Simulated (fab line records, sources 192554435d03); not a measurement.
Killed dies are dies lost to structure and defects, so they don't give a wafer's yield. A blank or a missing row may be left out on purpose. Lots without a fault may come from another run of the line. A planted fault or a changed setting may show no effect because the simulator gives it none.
fab line records | flow n5_finfet
record lots=24 wafers=72 last_day=17
route steps=1938 shown FIN_SAQP@145 FIN_CUT@173 DUMMY_GATE@250 SPACER0@260 SD_EPI_N@294 SD_ACTIVATION@330
lots that met no fault: from a run of the same line without faults
start_h: hours from the record's first day to the start of the lot's first wafer shown | wait_h: hours since the lot's step before | " the same as in the row above | L1.1+2: a row that stands for several wafers | - no value, or no start given | * or withheld: withheld | < > ~ a bound
route shown NAME@n: a module of which the file shows steps, and the number in the route of the first | usual: mean/standard deviation of fault-free wafers | same: alike in all rows | chamber/n: place in a boat | sites: the reading at each site | _std_site: their standard deviation | _edge_site: outer sites' mean less inner sites' | radius_mm: how far each site lies from the wafer's centre | mask NAME#n: copy n | behind: the tool/chamber that last shaped the wafer | hold: why the lot was held/for how many hours/how that ended | device: the transistor (n, p or np) that didn't switch | end of line: the same wafers' tests at the end of the route | a step without rows: its recipe alone | killed: dies lost to structure and defects at the first sort, not the wafer's yield | map: a wafer's dies, x killed, . not, _ none there
set.NAME: the setting as run; set.NAME@STEP: as run at that earlier step | model.NAME: the simulator's own value behind a step, which no gauge read
steps of the route over a sample of lots; a table a step, a row a wafer
services: from which hour (start_h, from the record's first day; less than 0 if before it) a tool's chamber was out of use, for how many hours, and why
## steps
# step N5_FIN_SAQP_HM_CD_35
# recipe target_cd_nm=8 polarity=line
# usual cd_nm=8.10/0.24
# columns lot.wafer tool chamber start_h wait_h cd_nm
L074.2 cd_sem-01 - 27.30 0.1 8.20
L074.4 " - " " 7.70
L074.5 " - " " 8.20
L075.1 cd_sem-02 - 33.30 0.1 8.10
L075.3 " - " " 8.20
L075.6 " - " " 8.28
L076.1 cd_sem-03 - 39.72 0.1 7.78
L076.2 " - " " 8.06
L076.3 " - " " 8.34
L077.2 cd_sem-03 - 43.65 0.1 8.44
L077.3 " - " " 8.47
L077.6 " - " " 8.32
L078.2 cd_sem-02 - 50.14 0.1 8.15
L078.3 " - " " 8.51
L078.5 " - " " 7.88
L079.1 cd_sem-02 - 55.97 0.1 8.55
L079.4 " - " " 8.26
L079.6 " - " " 7.91
L080.2 cd_sem-01 - 61.89 0.1 8.29
L080.3 " - " " 7.92
L080.6 " - " " 8.26
L081.2 cd_sem-02 - 68.08 0.1 8.18
L081.3 " - " " 8.40
L081.4 " - " " 8.20
L082.1 cd_sem-03 - 75.34 0.1 7.96
L082.2 " - " " 8.14
L082.4 " - " " 8.27
L083.1 cd_sem-03 - 82.41 0.1 8.13
L083.3 " - " " 7.87
L083.6 " - " " 8.27
L084.1 cd_sem-01 - 86.36 0.1 8.40
L084.5 " - " " 7.99
L084.6 " - " " 8.29
L085.4 cd_sem-03 - 93.11 0.1 7.45
L085.5 " - " " 8.21
L085.6 " - " " 8.09
L086.1 cd_sem-01 - 100.65 0.1 8.40
L086.3 " - " " 8.38
L086.4 " - " " 7.95
L087.2 cd_sem-02 - 105.41 0.1 7.94
L087.5 " - " " 8.12
L087.6 " - " " 7.71
L088.1 cd_sem-01 - 109.63 0.1 8.47
L088.2 " - " " 8.00
L088.6 " - " " 8.35
L089.1 cd_sem-01 - 116.25 0.1 7.81
L089.3 " - " " 7.72
L089.5 " - " " 8.08
L090.3 cd_sem-03 - 122.58 0.1 8.19
L090.4 " - " " 8.38
L090.6 " - " " 8.10
L091.1 cd_sem-02 - 128.93 0.1 8.14
L091.3 " - " " 8.49
L091.5 " - " " 8.22
L092.1 cd_sem-02 - 135.48 0.1 8.23
L092.2 " - " " 8.12
L092.6 " - " " 7.76
L093.1 cd_sem-03 - 141.73 0.1 8.13
L093.3 " - " " 7.68
L093.4 " - " " 8.09
L094.1 cd_sem-02 - 148.88 0.1 8.40
L094.5 " - " " 8.04
L094.6 " - " " 8.40
L095.2 cd_sem-01 - 153.00 0.1 7.78
L095.3 " - " " 8.07
L095.5 " - " " 8.33
L096.1 cd_sem-03 - 157.83 0.1 8.25
L096.2 " - " " 8.23
L096.5 " - " " 7.93
L097.2 cd_sem-01 - 164.00 0.1 8.25
L097.3 " - " " 7.82
L097.6 " - " " 8.08
# step N5_FIN_CUT_CUT_ETCH_26
# recipe chemistry=CH3F/O2 target=SiNx target_depth_a=390 mask_material=SOC time_s=55.7 pressure_mtorr=30 source_w=395 bias_w=73 Ar_flow_sccm=150 CH3F_flow_sccm=30 O2_flow_sccm=20 ion_energy_ev=120
# usual CH3F_flow_sccm=30.00/0.096 drypump_motor_current_A=5.7/0.39 oes_product_au=0.82/0.085 rf_vpp_V=296/3.8 showerhead_plenum_p_Torr=2.02/0.084 throttle_valve_pct=16.28/0.25
# columns lot.wafer tool chamber start_h wait_h CH3F_flow_sccm drypump_motor_current_A oes_product_au rf_hours_counter_h rf_vpp_V showerhead_plenum_p_Torr throttle_valve_pct
L074.2 rie_diel-02 3 28.48 0.0 30.06 5.9 0.91 24 297 2.14 15.85
L074.4 " 0 " " 30.09 5.1 0.78 115 299 2.12 16.61
L074.5 " 2 " " 29.97 6.5 0.85 - 291 1.94 16.52
L075.1 rie_diel-02 1 34.61 0.0 29.88 5.7 1.00 2 294 2.14 15.95
L075.3 " 3 " " 30.11 5.8 0.90 26 297 2.14 15.86
L075.6 " 0 " " 29.99 5.1 0.79 - 299 2.12 16.60
L076.1 rie_diel-04 0 40.90 0.0 29.97 5.6 0.70 223 300 1.96 16.34
L076.2 " 1 " " 29.94 5.5 0.74 165 300 2.00 16.40
L076.3 " 3 " " 29.88 6.0 0.71 243 293 2.05 16.80
L077.2 rie_diel-02 2 44.87 0.0 30.00 6.5 0.85 37 294 1.94 16.53
L077.3 " 1 " " 29.89 5.6 0.99 5 292 2.14 15.95
L077.6 " 0 " " 30.01 5.1 0.78 - 299 2.12 16.62
L078.2 rie_diel-06 2 51.31 0.0 29.88 6.0 0.87 44 301 2.12 16.08
L078.3 " 0 " " 30.07 5.6 0.75 159 295 1.91 16.39
L078.5 " 1 " " 30.03 6.1 0.93 - 293 1.97 15.97
L079.1 rie_diel-02 1 57.16 0.0 30.01 5.6 0.97 8 292 2.14 15.95
L079.4 " 0 " " 29.99 5.1 0.79 122 300 2.12 16.61
L079.6 " 3 " " 29.86 5.9 0.89 - 298 2.14 15.87
L080.2 rie_diel-06 1 63.08 0.0 29.93 6.2 0.92 15 293 1.96 15.95
L080.3 " 3 " " 29.95 5.5 0.78 128 304 2.08 16.22
L080.6 " 3 " " 30.04 5.6 0.79 - 304 2.08 16.19
L081.2 rie_diel-04 0 69.26 0.0 29.91 5.6 0.69 234 300 1.96 16.36
L081.3 " 2 " " 29.87 5.4 0.86 57 292 1.94 16.33
L081.4 " 2 " " 30.04 5.3 0.86 - 294 1.94 16.36
L082.1 rie_diel-02 2 76.64 0.0 29.93 6.5 0.84 46 292 1.94 16.55
L082.2 " 0 " " 29.94 5.1 0.78 128 299 2.11 16.62
L082.4 " 3 " " 29.81 5.8 0.89 38 297 2.14 15.88
L083.1 rie_diel-04 2 83.87 0.0 29.89 5.4 0.87 63 293 1.94 16.37
L083.3 " 1 " " 30.13 5.5 0.73 176 301 2.00 16.41
L083.6 " 2 " " 29.99 5.3 0.86 - 295 1.94 16.36
L084.1 rie_diel-02 2 87.77 0.0 29.99 6.5 0.83 51 293 1.94 16.56
L084.5 " 2 " " 30.00 6.5 0.83 - 292 1.94 16.55
L084.6 " 3 " " 29.87 5.9 0.88 - 298 2.14 15.90
L085.4 rie_diel-04 2 94.32 0.0 29.94 5.4 0.85 - 295 1.94 16.37
L085.5 " 0 " " 29.93 5.7 0.68 - 299 1.96 16.38
L085.6 " 1 " " 29.98 5.6 0.72 - 300 2.00 16.42
L086.1 rie_diel-06 1 101.96 0.0 30.05 6.2 0.90 26 292 1.96 15.98
L086.3 " 3 " " 30.14 5.6 0.78 138 304 2.08 16.24
L086.4 " 0 " " 29.95 5.6 0.73 174 297 1.91 16.44
L087.2 rie_diel-04 3 106.77 0.0 30.14 6.0 0.97 3 290 2.04 16.29
L087.5 " 3 " " 30.08 6.0 0.96 - 291 2.04 16.30
L087.6 " 0 " " 29.90 5.6 0.67 - 300 1.96 16.40
L088.1 rie_diel-06 1 110.96 0.0 30.07 6.2 0.89 29 292 1.96 15.99
L088.2 " 0 " " 29.84 5.6 0.74 177 297 1.91 16.43
L088.6 " 0 " " 29.97 5.6 0.74 - 295 1.91 16.41
L089.1 rie_diel-04 3 117.64 0.0 30.08 6.0 0.97 7 289 2.04 16.30
L089.3 " 2 " " 29.95 5.4 0.86 72 293 1.94 16.37
L089.5 " 3 " " 30.10 6.0 0.97 - 291 2.04 16.30
L090.3 rie_diel-04 2 123.89 0.0 30.02 5.3 0.85 74 294 1.94 16.39
L090.4 " 2 " " 29.91 5.3 0.85 - 294 1.94 16.37
L090.6 " 3 " " 30.13 6.0 0.95 - 291 2.04 16.29
L091.1 rie_diel-02 0 130.38 0.0 29.99 5.1 0.76 142 298 2.11 16.65
L091.3 " 3 " " 30.17 5.9 0.86 57 296 2.13 15.92
L091.5 " 3 " " 30.19 5.9 0.86 - 295 2.13 15.92
L092.1 rie_diel-02 3 137.74 0.0 30.04 5.9 0.85 60 297 2.13 15.93
L092.2 " 2 " " 30.01 6.5 0.81 66 290 1.93 16.59
L092.6 " 1 " " 29.96 5.7 0.91 - 291 2.13 16.01
L093.1 rie_diel-02 3 143.04 0.0 30.07 5.8 0.85 61 296 2.13 15.92
L093.3 " 2 " " 30.01 6.5 0.81 68 293 1.93 16.60
L093.4 " 1 " " 29.97 5.6 0.91 33 292 2.13 16.01
L094.1 rie_diel-04 0 150.18 0.0 30.06 5.6 0.96 5 299 1.95 15.95
L094.5 " 2 " " 30.04 5.4 0.83 - 293 1.93 16.40
L094.6 " 1 " " 30.02 5.5 0.70 - 301 1.99 16.47
L095.2 rie_diel-06 3 154.30 0.0 30.13 5.6 0.76 153 303 2.07 16.25
L095.3 " 0 " " 29.92 5.6 0.72 190 296 1.90 16.45
L095.5 " 1 " " 29.97 6.2 0.87 - 292 1.96 16.01
L096.1 rie_diel-06 3 159.14 0.0 30.05 5.6 0.76 154 302 2.07 16.24
L096.2 " 2 " " 30.06 6.0 0.84 74 300 2.11 16.14
L096.5 " 1 " " 29.92 6.2 0.86 - 291 1.96 16.04
L097.2 rie_diel-06 0 165.17 0.0 30.13 5.6 0.71 193 295 1.90 16.45
L097.3 " 3 " " 30.01 5.6 0.77 156 304 2.07 16.25
L097.6 " 0 " " 30.06 5.6 0.72 - 295 1.90 16.46
# step N5_DUMMY_GATE_ETCH_42
# recipe chemistry=CHF3/O2 target=SiO2 target_depth_a=35 time_s=31 ion_energy_ev=30 bias_w=12 pressure_mtorr=30 source_w=600 Ar_flow_sccm=200 CHF3_flow_sccm=50 O2_flow_sccm=5
# usual drypump_motor_current_A=5.7/0.35 oes_product_au=0.82/0.085 rf_vpp_V=42.4/0.97 showerhead_plenum_p_Torr=2.43/0.093 throttle_valve_pct=18.70/0.23
# columns lot.wafer tool chamber start_h wait_h drypump_motor_current_A oes_product_au rf_hours_counter_h rf_vpp_V showerhead_plenum_p_Torr throttle_valve_pct
L074.2 rie_diel-04 1 47.93 0.0 5.5 0.73 168 42.4 2.41 18.77
L074.4 " 3 " " 6.0 0.70 244 41.7 2.47 19.22
L074.5 " 1 " " 5.5 0.74 - 41.8 2.41 18.77
L075.1 rie_diel-02 2 55.13 0.0 6.5 0.85 39 42.4 2.34 18.97
L075.3 " 1 " " 5.6 0.97 8 40.8 2.56 18.40
L075.6 " 2 " " 6.5 0.84 - 41.8 2.34 18.97
L076.1 rie_diel-06 1 59.84 0.0 6.2 0.92 14 44.3 2.37 18.42
L076.2 " 0 " " 5.6 0.74 162 41.1 2.31 18.83
L076.3 " 2 " " 6.0 0.87 46 42.8 2.55 18.52
L077.2 rie_diel-04 2 67.49 0.0 5.3 0.87 57 41.8 2.34 18.82
L077.3 " 1 " " 5.6 0.73 169 41.2 2.41 18.79
L077.6 " 1 " " 5.6 0.74 - 42.6 2.41 18.80
L078.2 rie_diel-04 0 70.46 0.0 5.6 0.69 235 41.8 2.36 18.72
L078.3 " 2 " " 5.3 0.86 58 42.2 2.34 18.81
L078.5 " 1 " " 5.5 0.73 - 41.6 2.41 18.77
L079.1 rie_diel-06 0 76.39 0.0 5.6 0.74 167 41.5 2.30 18.81
L079.4 " 3 " " 5.6 0.78 132 43.8 2.50 18.61
L079.6 " 0 " " 5.6 0.75 - 41.6 2.30 18.83
L080.2 rie_diel-06 2 83.13 0.3 6.0 0.86 52 43.5 2.54 18.54
L080.3 " 0 " " 5.6 0.74 169 41.8 2.30 18.83
L080.6 " 0 " " 5.6 0.74 - 41.6 2.30 18.82
L081.2 rie_diel-02 3 88.72 0.0 5.8 0.87 43 42.4 2.57 18.32
L081.3 " 2 " " 6.5 0.84 51 42.0 2.33 19.01
L081.4 " 3 " " 5.9 0.88 - 42.4 2.57 18.32
L082.1 rie_diel-04 1 96.71 0.1 5.6 0.72 181 42.1 2.40 18.80
L082.2 " 0 " " 5.7 0.68 245 41.5 2.36 18.76
L082.4 " 1 " " 5.6 0.72 - 41.6 2.40 18.79
L083.1 rie_diel-04 0 103.06 0.0 5.7 0.68 248 42.7 2.36 18.75
L083.3 " 3 " " 6.0 1.00 0 42.0 2.46 18.78
L083.6 " 0 " " 5.6 0.68 - 42.1 2.36 18.77
L084.1 rie_diel-06 3 110.06 0.0 5.6 0.78 140 43.4 2.50 18.61
L084.5 " 1 " " 6.2 0.89 - 42.5 2.36 18.41
L084.6 " 0 " " 5.6 0.73 - 43.8 2.30 18.85
L085.4 rie_diel-06 2 114.73 0.0 6.0 0.85 60 43.5 2.54 18.55
L085.5 " 3 " " 5.6 0.78 - 42.3 2.50 18.65
L085.6 " 0 " " 5.6 0.72 - 41.9 2.30 18.84
L086.1 rie_diel-06 3 121.63 0.0 5.6 0.77 144 43.0 2.49 18.63
L086.3 " 2 " " 6.0 0.85 63 42.1 2.54 18.55
L086.4 " 1 " " 6.2 0.88 32 43.8 2.36 18.42
L087.2 rie_diel-04 3 126.59 0.0 6.0 0.95 10 42.3 2.46 18.81
L087.5 " 1 " " 5.5 0.72 - 41.5 2.40 18.83
L087.6 " 2 " " 5.4 0.85 - 40.6 2.34 18.85
L088.1 rie_diel-02 2 130.61 0.0 6.5 0.82 64 43.2 2.33 19.03
L088.2 " 1 " " 5.6 0.91 30 41.0 2.55 18.42
L088.6 " 1 " " 5.6 0.92 - 42.1 2.56 18.43
L089.1 rie_diel-04 0 137.02 0.1 5.7 0.99 1 44.0 2.36 18.37
L089.3 " 1 " " 5.5 0.71 198 42.8 2.40 18.83
L089.5 " 0 " " 5.6 0.98 - 42.5 2.36 18.37
L090.3 rie_diel-02 2 143.20 0.1 6.5 0.82 68 42.8 2.33 19.02
L090.4 " 1 " " 5.6 0.91 34 40.8 2.55 18.43
L090.6 " 1 " " 5.6 0.90 - 40.9 2.55 18.44
L091.1 rie_diel-02 2 150.05 0.0 6.5 0.82 71 40.6 2.33 19.03
L091.3 " 3 " " 5.8 0.85 64 42.3 2.56 18.36
L091.5 " 0 " " 5.1 0.76 - 44.0 2.53 19.11
L092.1 rie_diel-04 0 157.36 0.0 5.6 0.95 7 42.7 2.35 18.39
L092.2 " 1 " " 5.6 0.71 204 41.5 2.39 18.85
L092.6 " 1 " " 5.5 0.71 - 43.8 2.39 18.84
L093.1 rie_diel-06 2 162.16 0.0 6.0 0.83 75 42.5 2.54 18.56
L093.3 " 3 " " 5.6 0.76 155 44.2 2.49 18.67
L093.4 " 1 " " 6.2 0.86 45 43.5 2.36 18.45
L094.1 rie_diel-04 0 169.48 0.0 5.6 0.93 10 42.2 2.35 18.40
L094.5 " 1 " " 5.5 0.70 - 42.7 2.39 18.83
L094.6 " 0 " " 5.7 0.93 - 42.2 2.35 18.39
L095.2 rie_diel-02 0 173.67 0.3 5.1 0.75 154 43.5 2.53 19.13
L095.3 " 1 " " 5.6 0.90 42 42.3 2.55 18.45
L095.5 " 0 " " 5.1 0.76 - 42.8 2.53 19.11
L096.1 rie_diel-02 3 178.03 0.0 5.9 0.83 72 43.5 2.56 18.36
L096.2 " 1 " " 5.6 0.88 44 40.4 2.55 18.44
L096.5 " 3 " " 5.9 0.83 - 42.8 2.56 18.39
L097.2 rie_diel-06 0 186.17 0.0 5.6 0.72 199 41.7 2.29 18.87
L097.3 " 2 " " 6.0 0.82 83 41.6 2.53 18.59
L097.6 " 0 " " 5.6 0.71 - 42.7 2.29 18.90
# step N5_SPACER0_ALD_08
# recipe material=SiNx target_thk_a=20 temp_c=400 ald_precursor_family=SiH2I2 ald_co_reactant=N2/H2-plasma pressure_torr=2
# usual heater_power_w=863/91
# columns lot.wafer tool chamber start_h wait_h heater_power_w
L074.2 ald_sin-01 2 48.61 0.1 717
L074.4 " 1 " " 832
L074.5 " 3 " " 868
L075.1 ald_sin-02 3 55.90 0.1 1097
L075.3 " 0 " " 892
L075.6 " 0 " " 895
L076.1 ald_sin-03 0 60.80 0.1 892
L076.2 " 1 " " 726
L076.3 " 3 " " 764
L077.2 ald_sin-03 1 68.17 0.1 728
L077.3 " 3 " " 780
L077.6 " 2 " " 958
L078.2 ald_sin-03 1 73.01 0.1 722
L078.3 " 2 " " 987
L078.5 " 0 " " 919
L079.1 ald_sin-03 2 78.21 0.1 951
L079.4 " 1 " " 725
L079.6 " 3 " " 775
L080.2 ald_sin-01 1 84.08 0.1 845
L080.3 " 3 " " 898
L080.6 " 3 " " 877
L081.2 ald_sin-01 1 90.98 0.1 848
L081.3 " 0 " " 842
L081.4 " 1 " " 876
L082.1 ald_sin-02 3 97.98 0.1 1068
L082.2 " 0 " " 915
L082.4 " 2 " " 960
L083.1 ald_sin-03 3 103.74 0.1 743
L083.3 " 2 " " 943
L083.6 " 3 " " 733
L084.1 ald_sin-02 1 110.75 0.1 852
L084.5 " 1 " " 805
L084.6 " 2 " " 917
L085.4 ald_sin-03 1 115.41 0.1 715
L085.5 " 1 " " 749
L085.6 " 2 " " 975
L086.1 ald_sin-03 3 122.50 0.1 748
L086.3 " 0 " " 914
L086.4 " 1 " " 736
L087.2 ald_sin-01 0 127.42 0.1 819
L087.5 " 1 " " 861
L087.6 " 0 " " 822
L088.1 ald_sin-03 0 131.50 0.3 915
L088.2 " 3 " " 748
L088.6 " 3 " " 762
L089.1 ald_sin-01 3 137.78 0.1 878
L089.3 " 0 " " 818
L089.5 " 1 " " 863
L090.3 ald_sin-02 2 143.88 0.1 949
L090.4 " 3 " " 1077
L090.6 " 1 " " 853
L091.1 ald_sin-01 1 150.91 0.1 850
L091.3 " 2 " " 730
L091.5 " 2 " " 721
L092.1 ald_sin-03 3 158.05 0.1 739
L092.2 " 0 " " 930
L092.6 " 0 " " 917
L093.1 ald_sin-02 3 162.84 0.1 1075
L093.3 " 1 " " 835
L093.4 " 0 " " 880
L094.1 ald_sin-02 3 170.16 0.1 1068
L094.5 " 2 " " 959
L094.6 " 1 " " 832
L095.2 ald_sin-02 0 174.36 0.1 899
L095.3 " 1 " " 815
L095.5 " 3 " " 1073
L096.1 ald_sin-03 2 179.63 0.1 965
L096.2 " 1 " " 748
L096.5 " 0 " " 903
L097.2 ald_sin-02 2 188.98 0.1 918
L097.3 " 1 " " 830
L097.6 " 1 " " 828
# step N5_SD_EPI_N_INSPECT_26
# recipe inspect_instrument=darkfield mode=post_epi
# usual raw_defect_count=212/46
# columns lot.wafer tool chamber start_h wait_h raw_defect_count
L074.2 defect_inspect-02 - 53.63 0.1 142
L074.4 " - " " 145
L074.5 " - " " 169
L075.1 defect_inspect-02 - 60.92 0.1 231
L075.3 " - " " 237
L075.6 " - " " 329
L076.1 defect_inspect-01 - 66.21 0.1 235
L076.2 " - " " 169
L076.3 " - " " 198
L077.2 defect_inspect-02 - 73.66 0.1 226
L077.3 " - " " 212
L077.6 " - " " 175
L078.2 defect_inspect-02 - 77.54 0.1 277
L078.3 " - " " 251
L078.5 " - " " 212
L079.1 defect_inspect-01 - 83.32 0.1 150
L079.4 " - " " 191
L079.6 " - " " 200
L080.2 defect_inspect-01 - 88.68 0.1 195
L080.3 " - " " 159
L080.6 " - " " 168
L081.2 defect_inspect-02 - 96.96 0.1 340
L081.3 " - " " 192
L081.4 " - " " 235
L082.1 defect_inspect-01 - 102.72 0.1 259
L082.2 " - " " 169
L082.4 " - " " 231
L083.1 defect_inspect-02 - 109.13 0.2 151
L083.3 " - " " 159
L083.6 " - " " 168
L084.1 defect_inspect-01 - 116.52 0.1 241
L084.5 " - " " 202
L084.6 " - " " 198
L085.4 defect_inspect-02 - 120.70 0.1 251
L085.5 " - " " 205
L085.6 " - " " 226
L086.1 defect_inspect-02 - 128.16 0.1 230
L086.3 " - " " 249
L086.4 " - " " 286
L087.2 defect_inspect-01 - 132.09 0.1 242
L087.5 " - " " 155
L087.6 " - " " 215
L088.1 defect_inspect-01 - 136.73 0.1 205
L088.2 " - " " 222
L088.6 " - " " 202
L089.1 defect_inspect-01 - 142.48 0.1 268
L089.3 " - " " 206
L089.5 " - " " 155
L090.3 defect_inspect-01 - 149.87 0.1 210
L090.4 " - " " 168
L090.6 " - " " 186
L091.1 defect_inspect-02 - 156.12 0.1 222
L091.3 " - " " 257
L091.5 " - " " 150
L092.1 defect_inspect-02 - 163.43 0.1 184
L092.2 " - " " 182
L092.6 " - " " 185
L093.1 defect_inspect-02 - 168.04 0.1 221
L093.3 " - " " 251
L093.4 " - " " 188
L094.1 defect_inspect-02 - 175.50 0.1 252
L094.5 " - " " 257
L094.6 " - " " 277
L095.2 defect_inspect-02 - 180.50 0.1 195
L095.3 " - " " 175
L095.5 " - " " 211
L096.1 defect_inspect-02 - 184.36 0.1 270
L096.2 " - " " 261
L096.5 " - " " 191
L097.2 defect_inspect-01 - 193.71 0.1 187
L097.3 " - " " 163
L097.6 " - " " 163
# step N5_SD_ACTIVATION_RTA_00
# recipe temp_c=975 time_s=0 ambient=N2 idle_temp_c=600 ramp_up_c_per_s=150 ramp_down_c_per_s=60 cool_to_c=600
# usual lamp_power_pct=8.96/0.059 lamp_zone_2_pct=8.950/0.029 lamp_zone_5_pct=8.956/0.029 wafer_temp_C_max=975.0/1.9
# columns lot.wafer tool chamber start_h wait_h lamp_power_pct lamp_zone_2_pct lamp_zone_5_pct wafer_temp_C_max
L074.2 rtp_anneal-01 0 57.86 0.1 8.99 8.981 8.961 976.4
L074.4 " 0 " " 8.99 8.935 8.940 973.2
L074.5 " 0 " " 8.97 8.941 8.924 973.7
L075.1 rtp_anneal-01 0 65.77 0.0 8.96 8.941 8.988 976.1
L075.3 " 0 " " 8.94 8.995 8.914 976.7
L075.6 " 0 " " 9.02 8.985 8.900 974.8
L076.1 rtp_anneal-02 0 70.72 0.2 9.04 8.939 8.993 974.4
L076.2 " 0 " " 9.04 8.929 8.986 975.6
L076.3 " 0 " " 8.95 8.972 8.953 971.6
L077.2 rtp_anneal-01 0 78.81 0.1 8.93 8.993 8.988 975.0
L077.3 " 0 " " 8.99 8.935 8.944 975.9
L077.6 " 0 " " 8.91 8.948 8.977 973.3
L078.2 rtp_anneal-01 0 82.68 0.1 9.01 8.929 8.957 974.6
L078.3 " 0 " " 9.04 8.952 8.928 974.5
L078.5 " 0 " " 8.97 8.971 8.970 970.2
L079.1 rtp_anneal-01 0 88.58 0.0 9.02 8.960 9.007 973.0
L079.4 " 0 " " 8.89 8.908 8.988 974.3
L079.6 " 0 " " 8.99 8.909 8.975 973.1
L080.2 rtp_anneal-01 0 92.99 0.1 9.00 8.974 8.921 976.1
L080.3 " 0 " " 9.01 8.963 8.958 973.0
L080.6 " 0 " " 9.01 8.966 8.969 974.1
L081.2 rtp_anneal-02 0 101.23 0.1 8.87 8.909 8.945 972.8
L081.3 " 0 " " 8.92 8.968 8.992 974.1
L081.4 " 0 " " 8.92 8.940 8.934 975.6
L082.1 rtp_anneal-02 0 106.91 0.0 9.03 8.878 8.961 977.2
L082.2 " 0 " " 8.91 8.968 8.979 978.2
L082.4 " 0 " " 8.88 8.925 8.939 971.4
L083.1 rtp_anneal-01 0 113.39 0.0 8.96 8.959 8.973 974.0
L083.3 " 0 " " 8.92 8.931 8.976 976.3
L083.6 " 0 " " 8.89 8.923 8.938 977.5
L084.1 rtp_anneal-01 0 121.47 0.0 8.84 8.942 8.904 974.3
L084.5 " 0 " " 8.99 8.963 8.937 976.2
L084.6 " 0 " " 8.97 8.977 8.964 974.7
L085.4 rtp_anneal-02 0 125.13 0.1 8.96 8.953 8.961 973.4
L085.5 " 0 " " 8.91 8.931 8.946 975.3
L085.6 " 0 " " 9.05 8.938 8.949 978.4
L086.1 rtp_anneal-02 0 134.52 0.0 8.94 8.958 8.978 975.2
L086.3 " 0 " " 8.93 8.992 8.926 974.4
L086.4 " 0 " " 8.99 8.943 8.949 976.9
L087.2 rtp_anneal-01 0 137.19 0.1 8.91 8.952 8.993 971.7
L087.5 " 0 " " 8.85 8.971 8.966 974.8
L087.6 " 0 " " 8.96 8.970 8.964 971.6
L088.1 rtp_anneal-01 0 141.83 0.0 8.93 8.917 8.948 972.0
L088.2 " 0 " " 9.03 8.909 8.945 974.2
L088.6 " 0 " " 8.92 8.940 8.924 974.5
L089.1 rtp_anneal-01 0 148.01 0.2 9.01 8.927 8.904 974.8
L089.3 " 0 " " 8.99 8.935 8.969 971.6
L089.5 " 0 " " 8.83 8.993 8.900 976.6
L090.3 rtp_anneal-01 0 155.03 0.1 8.98 8.931 8.941 972.2
L090.4 " 0 " " 8.92 8.949 8.930 974.3
L090.6 " 0 " " 8.95 8.998 8.939 974.1
L091.1 rtp_anneal-01 0 161.31 0.0 8.95 8.951 8.961 977.2
L091.3 " 0 " " 8.90 9.030 8.939 976.7
L091.5 " 0 " " 8.97 8.916 8.988 977.8
L092.1 rtp_anneal-02 0 168.62 0.0 9.06 8.974 8.961 971.9
L092.2 " 0 " " 8.96 8.950 8.979 975.7
L092.6 " 0 " " 8.88 8.965 8.956 976.7
L093.1 rtp_anneal-02 0 172.28 0.2 8.84 8.950 8.986 974.7
L093.3 " 0 " " 8.93 8.972 8.961 979.8
L093.4 " 0 " " 8.98 8.970 8.946 972.8
L094.1 rtp_anneal-02 0 180.69 0.0 9.01 8.994 8.949 974.7
L094.5 " 0 " " 9.05 8.956 8.938 974.7
L094.6 " 0 " " 8.95 8.906 8.997 971.7
L095.2 rtp_anneal-01 0 184.76 0.1 8.93 8.978 8.950 975.2
L095.3 " 0 " " 8.90 8.938 8.881 976.4
L095.5 " 0 " " 8.94 8.937 8.948 973.3
L096.1 rtp_anneal-01 0 188.60 0.0 9.09 8.966 8.940 976.6
L096.2 " 0 " " 8.99 8.919 9.000 975.7
L096.5 " 0 " " 8.94 8.919 8.960 975.8
L097.2 rtp_anneal-02 0 197.98 0.1 8.89 8.966 8.959 973.1
L097.3 " 0 " " 8.98 8.876 8.923 973.2
L097.6 " 0 " " 8.84 8.958 8.963 975.9
## services
# columns tool chamber start_h hours kind
ald_sin-01 - 25.13 0.7 repair
ald_sin-02 3 33.34 10.7 repair
rie_diel-04 - 41.41 0.5 repair
rie_diel-04 3 42.13 4.5 repair
rie_diel-04 1 53.27 13.5 repair
ald_sin-01 2 54.48 36.2 repair
ald_sin-02 1 56.56 12.0 repair
ald_sin-01 3 63.34 11.1 repair
rie_diel-04 3 67.02 - clean
rie_diel-04 3 67.02 - consumable_replace:focus_ring
ald_sin-02 - 69.06 6.0 pm
rie_diel-02 1 80.37 7.8 repair
rie_diel-02 0 80.68 14.0 repair
ald_sin-03 - 85.54 14.0 pm
ald_sin-02 - 88.84 0.5 repair
rie_diel-04 2 97.38 9.7 repair
ald_sin-01 2 121.58 1.6 repair
rie_diel-02 3 139.39 2.0 repair
rie_diel-04 3 146.43 9.5 repair
ald_sin-01 0 155.56 9.1 repair
ald_sin-01 - 176.91 14.0 pm
rie_diel-06 1 181.26 7.0 repair
ald_sin-03 - 183.57 6.1 pm
rie_diel-06 2 187.71 4.6 repair
## key
fault none
